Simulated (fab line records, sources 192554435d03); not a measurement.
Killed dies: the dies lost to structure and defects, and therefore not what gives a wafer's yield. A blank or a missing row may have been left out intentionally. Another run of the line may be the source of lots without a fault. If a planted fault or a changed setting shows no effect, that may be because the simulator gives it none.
Struck lot and sound lot, side by side -- flow n5-finfet -- 27 out of 1938 route steps
Sound: these wafers, L719.2, L719.5, L719.6. Wafers L720.1, L720.4, L720.5 were the ones struck. Last of all comes the cause.
Per side, at each step with rows, come the tool, then ch with its chambers, and then its first start. Under that, the readings that differ: sound wafers -- struck wafers -- difference of the means -- sigmas: that difference in standard deviations of wafers without a fault.
alike: a reading whose means differ by less than 2 such deviations, as well as words and numbers matching on both sides. not compared: withheld readings; readings where some wafer has no value; bounds like >300 that might hide an equal value; numbers whose values overlap and for which the record gives no deviation.
The two part at a step that has a row with sigmas, a row that says differs or no value, or rows on one side only. Numbers that have no deviation but don't overlap get no sigmas and don't part them. A reading that every wafer of one side lacks parts them only if that side has two wafers or more.

first, 8 steps without rows for these wafers: N5_BEOL_M1_CMP_52 (polishes, stops on SiOC, t overpolish 6.8 s, target thk 40 nm); N5_BEOL_M1_PRE_CLEAN_60 (time 15 s); N5_BEOL_M1_CO_CAP_55 (material Co, precursor CCTBA/H2, target thk 2 nm, time 102.1 s); N5_BEOL_M1_PRE_CLEAN_56 (time 15 s); N5_BEOL_M1_DEP_57 (deposits SiCN from 3MS/NH3, target thk 8 nm, time 14 s); N5_BEOL_M2_ILD_DEP_00 (deposits SiOC from DEMS/O2, target thk 79 nm, time 15.3 s); N5_BEOL_M2_PECVD_72 (deposits SiO2 from TEOS/O2, target thk 16 nm, time 18 s); N5_BEOL_M2_HM_DEP_02 (deposits TiN, target thk 20 nm).
N5_BEOL_M2_COAT_61: time 60 s, resist thk 60 nm.
  sound on litho-track-02 ch 0, day 7 19:16; struck on litho-track-02 ch 0, day 7 20:20
reading,sound,struck,difference,sigmas
spin-speed-rpm (rpm),1500.0 1499.1 1498.9,1546.2 1545.5 1546.1,+46.6,+39
model.SOC_of_BEOL_M2_COAT_61.thk-nm (nm),60.4 60.2 60,59 59.2 59,-1,
then, 11 steps without rows for these wafers: N5_BEOL_M2_COAT_62 (time 60 s, resist thk 12 nm); N5_BEOL_M2_COAT_73 (time 60 s, resist thk 5 nm); N5_BEOL_M2_COAT_05 (resist thk 30 nm); N5_BEOL_M2_EBR_07; N5_BEOL_M2_SOFTBAKE_06 (time 60 s); N5_BEOL_M2_EXPOSE_08 (exposes mask M2); N5_BEOL_M2_PEB_09 (peb time 60 s); N5_BEOL_M2_DEVELOP_10 (develop time 30 s); N5_BEOL_M2_DESCUM_16 (chemistry O2, time 7 s); N5_BEOL_M2_ETCH_74 (etches underlayer in N2/H2, target depth 6.5 nm, time 5.2 s); N5_BEOL_M2_ETCH_63 (etches SiARC in CF4, target depth 15.6 nm, time 26 s).
N5_BEOL_M2_ETCH_64: etches SOC in N2/H2, target depth 75 nm, overetch 22.5 nm, time 121.9 s.
  sound on rie-diel-01 ch 0,3, day 7 20:22; struck on rie-diel-06 ch 0,2,3, day 7 20:53
reading,sound,struck,difference,sigmas
model.etch.depth-nm (nm),60.41 60.28 60.06,58.94 59.21 59.04,-1.19,
  alike: drypump-motor-current-A, oes-product-au, rf-vpp-V, showerhead-plenum-p-Torr, throttle-valve-pct
  not compared: rf-hours-counter-h
then, 3 steps without rows for these wafers: N5_BEOL_M2_STRIP_65 (strips in N2/H2); N5_BEOL_M2_STRIP_75 (strips in N2/H2); N5_BEOL_M2_STRIP_66 (strips in CF4).
N5_BEOL_M2_HM_OPEN_17: chemistry Cl2/BCl3, target TiN, target depth 20 nm, overetch 6 nm.
  sound on rie-metal-03 ch 0,1, day 7 20:33; struck on rie-metal-01 ch 1, day 7 21:04
reading,sound,struck,difference,sigmas
model.SOC_of_BEOL_M2_COAT_61.thk-nm (nm),52.6 52.4 52.4,51 51.4 51.2,-1,
  alike: drypump-motor-current-A, oes-product-au, throttle-valve-pct
  not compared: rf-hours-counter-h
then, 1 step without rows for these wafers: N5_BEOL_M2_STRIP_19 (strips in O2).
-- record jumps: 2 days separate the struck wafers' starts on either side; left off in module BEOL_M2, taken up again in module BEOL_M4, whose first shown step is the route's number 1111 --
N5_BEOL_M4_RC_MEAS_101:
  sound on prober-02 ch 0, day 10 02:10; struck on prober-01 ch 0, day 9 23:02
  alike: DIBL_N, DIBL_P, IOFF_N, IOFF_P, ION_N, ION_P, SS_N, SS_P, VT_N, VT_P

== WHERE THEY PART ==
Only at N5_BEOL_M2_COAT_61, within this record. Later steps at which nothing parts them and some readings are alike: N5_BEOL_M2_ETCH_64, N5_BEOL_M2_HM_OPEN_17, N5_BEOL_M4_RC_MEAS_101.

WHY: what had been put in by the simulator
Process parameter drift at N5_BEOL_M2_COAT_61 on litho-track-02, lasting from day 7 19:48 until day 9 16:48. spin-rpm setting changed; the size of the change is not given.
